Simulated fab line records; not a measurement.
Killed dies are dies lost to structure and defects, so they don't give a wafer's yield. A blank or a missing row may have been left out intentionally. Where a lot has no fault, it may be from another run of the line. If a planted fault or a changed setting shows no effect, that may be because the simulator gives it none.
Matching of chambers | flow nand-harc | rie-diel-09 running NHARC_P_BONDPAD_ACTIVATE_29: 4 sister chambers
The step chemistry N2, time 60 s. 20 wafers are shown with their chamber, then 9 later ones without.

WAFERS WITH THEIR CHAMBER
wafer  | chamber | drypump-motor-current-A (A) | rf-vpp-V (V) | oes-product-au (a.u.)
L822.1 | 0       | 6.3                         | 64.6         | 0.989
L822.2 | 2       | 5.4                         | 63.4         | 0.979
L822.3 | 1       | 4.9                         | 66.5         | 0.999
L825.2 | 2       | 5.4                         | 64.4         | 0.977
L825.4 | 0       | 6.3                         | 62.8         | 0.994
L825.5 | 2       | 5.4                         | 63.1         | 0.986
L824.2 | 2       | 5.4                         | 64.2         | 0.982
L824.4 | 1       | 4.9                         | 64.2         | 0.990
L824.6 | 0       | 6.4                         | 62.3         | 0.994
L826.2 | 2       | 5.4                         | 63.3         | 0.981
L826.4 | 0       | 6.4                         | 64.5         | 0.990
L826.5 | 3       | 5.9                         | 64.2         | 0.993
L829.1 | 2       | 5.5                         | 63.5         | 0.989
L829.3 | 3       | 6.0                         | 64.1         | 0.987
L829.5 | 1       | 4.9                         | 64.2         | 0.987
L827.1 | 0       | 6.4                         | 63.4         | 1.009
L827.2 | 2       | 5.5                         | 62.3         | 0.999
L827.6 | 2       | 5.4                         | 62.9         | 1.004
L831.1 | 2       | 5.4                         | 63.3         | 0.987
L831.4 | 3       | 6.0                         | 63.4         | 0.979

SIGNATURES (averages over the wafers above)
reading                 | chamber 0 | chamber 1 | chamber 2 | chamber 3 | scatter within a chamber
drypump-motor-current-A | 6.360     | 4.900     | 5.422     | 5.967     | 0.0462
rf-vpp-V                | 63.520    | 64.967    | 63.378    | 63.900    | 0.839
oes-product-au          | 0.99520   | 0.99200   | 0.98711   | 0.98633   | 0.00829
Rule: a wafer's distance from a chamber is the root of the sum, over the readings, of the square of ((its reading less the chamber's mean) divided by the reading's scatter). If the next closest chamber is less than 2 further off than the closest, the wafer can't be placed; otherwise it belongs to the closest. The scatter is the square root of a quotient: the sum, over the shown wafers, of each reading's squared deviation from its chamber's mean, divided by wafers minus chambers.

WAFERS WITH NO CHAMBER GIVEN
wafer  | drypump-motor-current-A (A) | rf-vpp-V (V) | oes-product-au (a.u.)
L831.6 | 6.3                         | 63.4         | 0.995
L834.1 | 6.3                         | 64.0         | 1.000
L834.2 | 4.9                         | 63.7         | 0.988
L834.4 | 6.3                         | 64.6         | 0.989
L840.1 | 6.3                         | 61.8         | 0.999
L840.5 | 6.3                         | 62.8         | 1.005
L844.1 | 4.9                         | 64.8         | 1.001
L844.2 | 6.0                         | 64.4         | 0.995
L844.3 | 5.4                         | 64.5         | 0.990

CHAMBER TAKEN BY EACH
wafer  | from the rows above | in truth
L831.6 | 0                   | 0
L834.1 | 0                   | 0
L834.2 | 1                   | 1
L834.4 | 0                   | 0
L840.1 | 0                   | 0
L840.5 | 0                   | 0
L844.1 | 1                   | 1
L844.2 | 3                   | 3
L844.3 | 2                   | 2
Correctly placed: 9 of 9. Can't be placed from these rows: 0. Number placed wrongly: 0.
